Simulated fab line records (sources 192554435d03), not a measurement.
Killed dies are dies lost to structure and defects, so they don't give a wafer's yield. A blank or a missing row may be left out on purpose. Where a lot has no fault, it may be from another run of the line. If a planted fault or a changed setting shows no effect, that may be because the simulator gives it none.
Lot-split experiment || flow n5_finfet || 21 wafers read across 7 lots, on a route 1938 steps long

SPLIT DETAILS
At N5_MOL_CONTACT_COAG_ETCH_91 (etches SOC in N2/H2, target depth 60 nm, overetch 21 nm, time 101.2 s), the setting source_w was moved away from the recipe's 840 W on 6 of the 21 wafers read, by -12.7% to +15.6%. This setting was run at the recipe's value on the other wafers.

The reading comes from the split's own step.

THE READING
rf_vpp_V, in V, at N5_MOL_CONTACT_COAG_ETCH_91 (etches SOC in N2/H2, target depth 60 nm, overetch 21 nm, time 101.2 s). A value of 524.1 V with a standard deviation of 2.7 V is what fault-free wafers of this fab line usually give.

{"wafer": "L074.2", "tool, chamber at the split": "rie_diel-04, 2", "source_w as run, W": 971.4, "against the recipe": "+15.6%", "rf_vpp_V, V": 498.9, "against lot-mates on the recipe": -26.2}
{"wafer": "L074.3", "tool, chamber at the split": "rie_diel-04, 0", "source_w as run, W": 840, "against the recipe": "recipe", "rf_vpp_V, V": 525.1, "against lot-mates on the recipe": "-"}
{"wafer": "L074.6", "tool, chamber at the split": "rie_diel-04, 0", "source_w as run, W": 971.4, "against the recipe": "+15.6%", "rf_vpp_V, V": 501.3, "against lot-mates on the recipe": -23.8}
{"wafer": "L078.4", "tool, chamber at the split": "rie_diel-06, 2", "source_w as run, W": 840, "against the recipe": "recipe", "rf_vpp_V, V": 522.3, "against lot-mates on the recipe": "-"}
{"wafer": "L078.5", "tool, chamber at the split": "rie_diel-06, 1", "source_w as run, W": 840, "against the recipe": "recipe", "rf_vpp_V, V": 527.1, "against lot-mates on the recipe": "-"}
{"wafer": "L078.6", "tool, chamber at the split": "rie_diel-06, 3", "source_w as run, W": 840, "against the recipe": "recipe", "rf_vpp_V, V": 521.1, "against lot-mates on the recipe": "-"}
{"wafer": "L080.1", "tool, chamber at the split": "rie_diel-06, 2", "source_w as run, W": 733.7, "against the recipe": "-12.7%", "rf_vpp_V, V": 546.1, "against lot-mates on the recipe": "+21.2"}
{"wafer": "L080.5", "tool, chamber at the split": "rie_diel-06, 0", "source_w as run, W": 840, "against the recipe": "recipe", "rf_vpp_V, V": 524.9, "against lot-mates on the recipe": "-"}
{"wafer": "L080.6", "tool, chamber at the split": "rie_diel-06, 3", "source_w as run, W": 733.7, "against the recipe": "-12.7%", "rf_vpp_V, V": 545.7, "against lot-mates on the recipe": "+20.8"}
{"wafer": "L081.3", "tool, chamber at the split": "rie_diel-06, 1", "source_w as run, W": 840, "against the recipe": "recipe", "rf_vpp_V, V": 528.7, "against lot-mates on the recipe": "-"}
{"wafer": "L081.4", "tool, chamber at the split": "rie_diel-06, 2", "source_w as run, W": 840, "against the recipe": "recipe", "rf_vpp_V, V": 519.5, "against lot-mates on the recipe": "-"}
{"wafer": "L081.5", "tool, chamber at the split": "rie_diel-06, 0", "source_w as run, W": 784.4, "against the recipe": "-6.6%", "rf_vpp_V, V": 537.4, "against lot-mates on the recipe": "+13.3"}
{"wafer": "L089.2", "tool, chamber at the split": "rie_diel-04, 3", "source_w as run, W": 840, "against the recipe": "recipe", "rf_vpp_V, V": 526.2, "against lot-mates on the recipe": "-"}
{"wafer": "L089.4", "tool, chamber at the split": "rie_diel-04, 1", "source_w as run, W": 840, "against the recipe": "recipe", "rf_vpp_V, V": 525.3, "against lot-mates on the recipe": "-"}
{"wafer": "L089.5", "tool, chamber at the split": "rie_diel-04, 0", "source_w as run, W": 840, "against the recipe": "recipe", "rf_vpp_V, V": 526.2, "against lot-mates on the recipe": "-"}
{"wafer": "L092.1", "tool, chamber at the split": "rie_diel-05, 2", "source_w as run, W": 784.5, "against the recipe": "-6.6%", "rf_vpp_V, V": 536.8, "against lot-mates on the recipe": "+10.4"}
{"wafer": "L092.3", "tool, chamber at the split": "rie_diel-05, 1", "source_w as run, W": 840, "against the recipe": "recipe", "rf_vpp_V, V": 525.5, "against lot-mates on the recipe": "-"}
{"wafer": "L092.5", "tool, chamber at the split": "rie_diel-05, 1", "source_w as run, W": 840, "against the recipe": "recipe", "rf_vpp_V, V": 527.3, "against lot-mates on the recipe": "-"}
{"wafer": "L095.1", "tool, chamber at the split": "rie_diel-06, 1", "source_w as run, W": 840, "against the recipe": "recipe", "rf_vpp_V, V": 527.0, "against lot-mates on the recipe": "-"}
{"wafer": "L095.2", "tool, chamber at the split": "rie_diel-06, 2", "source_w as run, W": 840, "against the recipe": "recipe", "rf_vpp_V, V": 519.9, "against lot-mates on the recipe": "-"}
{"wafer": "L095.3", "tool, chamber at the split": "rie_diel-06, 0", "source_w as run, W": 840, "against the recipe": "recipe", "rf_vpp_V, V": 523.0, "against lot-mates on the recipe": "-"}

THE FIT
A straight line over all 21 wafers: rf_vpp_V changes by -1.64 V for each +1% of source_w; r = -0.98; the points scatter about the line by 2.5 V.
The same after taking each lot's own level away (the mean of its wafers on the recipe; 21 wafers): -1.64 V for each +1%; r = -0.98; scatter 2.3 V.
On that fit, the largest move of source_w shifts the reading by 26 V.
Measured against the standard deviation above, the lots' own levels, which go from 523.30 to 526.40 V, span 1.1 times it.
So the lot-to-lot level changes the slope little: the two slopes agree.
Check: for one of the wafers moved furthest among these (+15.6%), held out of the fit, the line's prediction against its lot-mates is -25 V. Against them it came out at -26.2 V.
Tool readings at the split's step, against how far the setting was moved: rf_vpp_V r = -0.98.

FURTHER SPLITS ON THESE WAFERS
These wafers also went through other splits before the reading. Each is held against what the fit with the lots' levels taken away leaves over:
{"other split on the same wafers": "N5_GATE_CUT_ETCH_36 cf4_flow_sccm", "wafers away from the commonest value": 5, "r with rf_vpp_V (lot level and that fit taken away)": "+0.15"}

THE FILE'S OWN FIT
rf_vpp_V changes by -1.65 V for each +1% of source_w, r = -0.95.
